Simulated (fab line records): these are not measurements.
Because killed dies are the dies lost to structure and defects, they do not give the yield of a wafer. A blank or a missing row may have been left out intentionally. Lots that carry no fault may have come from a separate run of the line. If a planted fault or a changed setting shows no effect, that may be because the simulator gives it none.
The tool behind it: which one? | flow nand harc | 12 lots with 36 wafers sampled at 5 steps, on a route of 1302 steps

== WHAT THE GAUGES READ, wafer by wafer ==
NHARC_END_SORT_01. Usual: defect limited yield 91.4 %, standard deviation 2.9; killed at array 54, standard deviation 20; killed at other 0.9, standard deviation 1.1; killed at periphery 3.8, standard deviation 2.4; killed dies 58, standard deviation 20; killed open 3.5, standard deviation 1.9; killed short 2.5, standard deviation 1.6; sort_bin_2_pct 3.1 %, standard deviation 1.2; sort_bin_3_pct 0.6 %, standard deviation 0.39; sort_bin_4_pct 4.9 %, standard deviation 1.7; sort n pass 619, standard deviation 20; sort rim yield pct 91 %, standard deviation 4.3; sort yield pct 91.4 %, standard deviation 2.9.
lot  | measured     | on        | defect limited yield (%) | killed at array | killed at other | killed at periphery | killed dies | killed open | killed short | sort_bin_2_pct (%) | sort_bin_3_pct (%) | sort_bin_4_pct (%) | sort n pass | sort rim yield pct (%) | sort yield pct (%) | flag
L497 | day 27 21:20 | prober-01 | 89.4 90.5 92.5           | 64 60 46        | 2 1 2           | 6 3 3               | 72 64 51    | 2 2 5       | 1 4 1        | 4.7 1.9 3.2        | 0.7 0.9 0.1        | 5.2 6.6 4.1        | 605 613 626 | 96 91 92               | 89.4 90.5 92.5     |
L509 | day 33 02:41 | prober-01 | 93.9 92.8 94.1           | 27 38 29        | 11 9 11         | 3 2 0               | 41 49 40    | 11 6 9      | 4 4 1        | 1.2 2.5 1.6        | 0.9 0.3 0.1        | 4.0 4.4 4.1        | 636 628 637 | 91 93 90               | 93.9 92.8 94.1     | OFF
L508 | day 33 09:10 | prober-02 | 89.1 89.5 90.7           | 65 62 58        | 7 8 3           | 2 1 2               | 74 71 63    | 8 13 5      | 3 6 4        | 3.7 4.4 4.1        | 0.7 0.6 0.3        | 6.5 5.5 4.9        | 603 606 614 | 93 94 91               | 89.1 89.5 90.7     | OFF

== WHAT TOOL EACH LOT RAN ON (gives the tool, then ch and the chambers of the sampled wafers, and finally the start) ==
lot  | NHARC_THIN_TSV_ETCH_44             | NHARC_THIN_TSV_ETCH_15           | NHARC_THIN_TSV_STRIP_62              | NHARC_THIN_TSV_DEGAS_49
L489 | rie diel-06 ch 0,1,3, day 24 09:05 | rie si-01 ch 0,2,3, day 24 09:47 | plasma asher-01 ch 0,1, day 24 11:39 | pvd sputter-03, day 24 11:47
L490 | rie diel-06 ch 0,3, day 24 15:20   | rie si-01 ch 0,1, day 24 15:55   | plasma asher-02 ch 0,1, day 24 18:01 | pvd sputter-02, day 24 18:08
L491 | rie diel-06 ch 0,2,3, day 26 02:11 | rie si-03 ch 0,1,2, day 26 02:42 | plasma asher-01 ch 0,1, day 26 04:43 | pvd sputter-01, day 26 04:52
L493 | rie diel-06 ch 0,1,3, day 26 08:38 | rie si-05 ch 0,2, day 26 09:14   | plasma asher-02 ch 0,1, day 26 12:07 | pvd sputter-03, day 26 12:14
L492 | rie diel-08 ch 0,2,3, day 26 09:47 | rie si-03 ch 0,1,3, day 26 10:16 | plasma asher-01 ch 0,1, day 26 13:32 | pvd sputter-01, day 26 13:40
L495 | rie diel-08 ch 0,2, day 26 14:13   | rie si-03 ch 0,2,3, day 26 14:45 | plasma asher-01 ch 0,1, day 26 16:32 | pvd sputter-02, day 26 16:41
L496 | rie diel-07 ch 0,1,3, day 27 06:30 | rie si-01 ch 0,2,3, day 27 06:59 | plasma asher-01 ch 0,1, day 27 08:54 | pvd sputter-01, day 27 09:01
L497 | rie diel-06 ch 0,1,2, day 27 07:42 | rie si-03 ch 0,1,3, day 27 08:09 | plasma asher-02 ch 0,1, day 27 09:58 | pvd sputter-01, day 27 10:07
L499 | rie diel-08 ch 1,2,3, day 28 01:11 | rie si-05 ch 1,2,3, day 28 01:45 | plasma asher-01 ch 0,1, day 28 03:32 | pvd sputter-02, day 28 03:43
L509 | rie diel-07 ch 0,1,2, day 32 12:05 | rie si-05 ch 2,3, day 32 12:37   | plasma asher-01 ch 0,1, day 32 14:22 | pvd sputter-02, day 32 14:34
L508 | rie diel-06 ch 2,3, day 32 13:15   | rie si-05 ch 1,3, day 32 13:49   | plasma asher-01 ch 0,1, day 32 15:36 | pvd sputter-03, day 32 15:46
L511 | rie diel-07 ch 1,2,3, day 33 14:17 | rie si-01 ch 0,1,2, day 33 14:52 | plasma asher-01 ch 0,1, day 33 16:40 | pvd sputter-01, day 33 16:50
- NHARC_THIN_TSV_ETCH_44: etches the open film in CF4/O2, target depth 1594.2 nm, time 797.1 s.
- NHARC_THIN_TSV_ETCH_15: target depth 3000 nm, bosch target overetch cycles 2, bosch etch step 2.8 s.
- NHARC_THIN_TSV_STRIP_62: strips in N2/H2, time 20 s.
- NHARC_THIN_TSV_DEGAS_49: time 120 s.

== AS READ BY THE TOOLS THEMSELVES (means over the sampled wafers that have a number; for cases with no such wafer, the mark the record gives instead) ==
NHARC_THIN_TSV_ETCH_44. Usual: drypump motor current A 5.9 A, standard deviation 0.42; oes product au 1.002 a.u., standard deviation 0.009; rf vpp V 797 V, standard deviation 4.1; showerhead plenum p Torr 1.87 Torr, standard deviation 0.065; throttle valve pct 16.914 %, standard deviation 0.0088.
lot  | tool        | drypump motor current A (A) | oes product au (a.u.) | rf vpp V (V) | showerhead plenum p Torr (Torr) | throttle valve pct (%) | flag
L489 | rie diel-06 | 6.0                         | 0.992                 | 798          | 1.89                            | 16.924                 |
L490 | rie diel-06 | 5.8                         | 0.993                 | 799          | 1.89                            | 16.912                 |
L491 | rie diel-06 | 5.7                         | 1.005                 | 798          | 1.90                            | 16.914                 |
L493 | rie diel-06 | 6.0                         | 0.996                 | 797          | 1.89                            | 16.918                 |
L492 | rie diel-08 | 5.4                         | 1.000                 | 789          | 1.75                            | 16.905                 |
L495 | rie diel-08 | 5.8                         | 1.001                 | 790          | 1.76                            | 16.913                 |
L496 | rie diel-07 | 6.3                         | 0.998                 | 798          | 1.90                            | 16.907                 |
L497 | rie diel-06 | 5.9                         | 1.007                 | 798          | 1.89                            | 16.913                 |
L499 | rie diel-08 | 5.6                         | 0.996                 | 792          | 1.80                            | 16.914                 |
L509 | rie diel-07 | 6.2                         | 0.994                 | 798          | 1.90                            | 16.916                 |
L508 | rie diel-06 | 5.6                         | 1.002                 | 798          | 1.90                            | 16.917                 |
L511 | rie diel-07 | 6.0                         | 1.004                 | 797          | 1.88                            | 16.914                 |

NHARC_THIN_TSV_ETCH_15. Usual: drypump motor current A 5.8 A, standard deviation 0.42.
lot  | tool      | drypump motor current A (A) | flag
L489 | rie si-01 | 6.0                         |
L490 | rie si-01 | 5.8                         |
L491 | rie si-03 | 5.9                         |
L493 | rie si-05 | 5.8                         |
L492 | rie si-03 | 5.5                         |
L495 | rie si-03 | 5.9                         |
L496 | rie si-01 | 6.0                         |
L497 | rie si-03 | 5.5                         |
L499 | rie si-05 | 5.7                         |
L509 | rie si-05 | 5.9                         |
L508 | rie si-05 | 5.5                         |
L511 | rie si-01 | 5.9                         |

NHARC_THIN_TSV_STRIP_62. Usual: drypump motor current A 5.5 A, standard deviation 0.65; heater power w 338 W, standard deviation 29; rf refl power W 30 W, standard deviation 13.
lot  | tool            | drypump motor current A (A) | heater power w (W) | rf refl power W (W) | flag
L489 | plasma asher-01 | 5.8                         | 313                | 42                  |
L490 | plasma asher-02 | 5.0                         | 343                | 22                  |
L491 | plasma asher-01 | 6.2                         | 328                | 40                  |
L493 | plasma asher-02 | 5.0                         | 357                | -                   | OFF
L492 | plasma asher-01 | 5.8                         | 320                | 42                  |
L495 | plasma asher-01 | 6.2                         | 329                | 40                  |
L496 | plasma asher-01 | 6.2                         | 329                | 40                  |
L497 | plasma asher-02 | 5.0                         | 346                | 21                  |
L499 | plasma asher-01 | 6.2                         | 332                | 39                  |
L509 | plasma asher-01 | -                           | -                  | -                   | OFF
L508 | plasma asher-01 | -                           | -                  | -                   | OFF
L511 | plasma asher-01 | 6.2                         | 331                | -                   | OFF

NHARC_THIN_TSV_DEGAS_49. Usual: heater power w 452 W, standard deviation 51.
lot  | tool           | heater power w (W) | flag
L489 | pvd sputter-03 | 427                |
L490 | pvd sputter-02 | 445                |
L491 | pvd sputter-01 | 488                |
L493 | pvd sputter-03 | 428                |
L492 | pvd sputter-01 | 484                |
L495 | pvd sputter-02 | 463                |
L496 | pvd sputter-01 | 448                |
L497 | pvd sputter-01 | 487                |
L499 | pvd sputter-02 | 463                |
L509 | pvd sputter-02 | 444                |
L508 | pvd sputter-03 | 418                |
L511 | pvd sputter-01 | 503                |

== THE ANSWER, worked out from the rows above alone ==
Rule: a lot is off if the mean of its wafers that have a number lies more than 3 standard deviations from the usual mean. A lot without any number at a reading at which 4 lots or more have one is off too. The other lots that the step has rows for count as sound. After the gauges, taken in route order, come the tools' own readings; for these a lot's mean is taken, as printed above. The first step at which some lot is off is used, and at that step the reading that is off furthest; a lot without a number counts as furthest.
Off: L509, L508, at NHARC_END_SORT_01 (killed at other). Neither off nor sound, because the step has no rows for them: L489, L490, L491, L493, L492, L495, L496, L499, L511.
A tool fits if, at a process step before that reading, it ran every lot that is off, and no sound lot after the first of them. The gauges at NHARC_END_SORT_01 aren't tried: what is off there is off at NHARC_THIN_TSV_STRIP_62 too, on other tools, and a gauge's error can't cause that. Can't be told from this: 2 tools fit, rie si-05 at NHARC_THIN_TSV_ETCH_15, plasma asher-01 at NHARC_THIN_TSV_STRIP_62.

== WHAT WAS PUT IN BY THE SIMULATOR ==
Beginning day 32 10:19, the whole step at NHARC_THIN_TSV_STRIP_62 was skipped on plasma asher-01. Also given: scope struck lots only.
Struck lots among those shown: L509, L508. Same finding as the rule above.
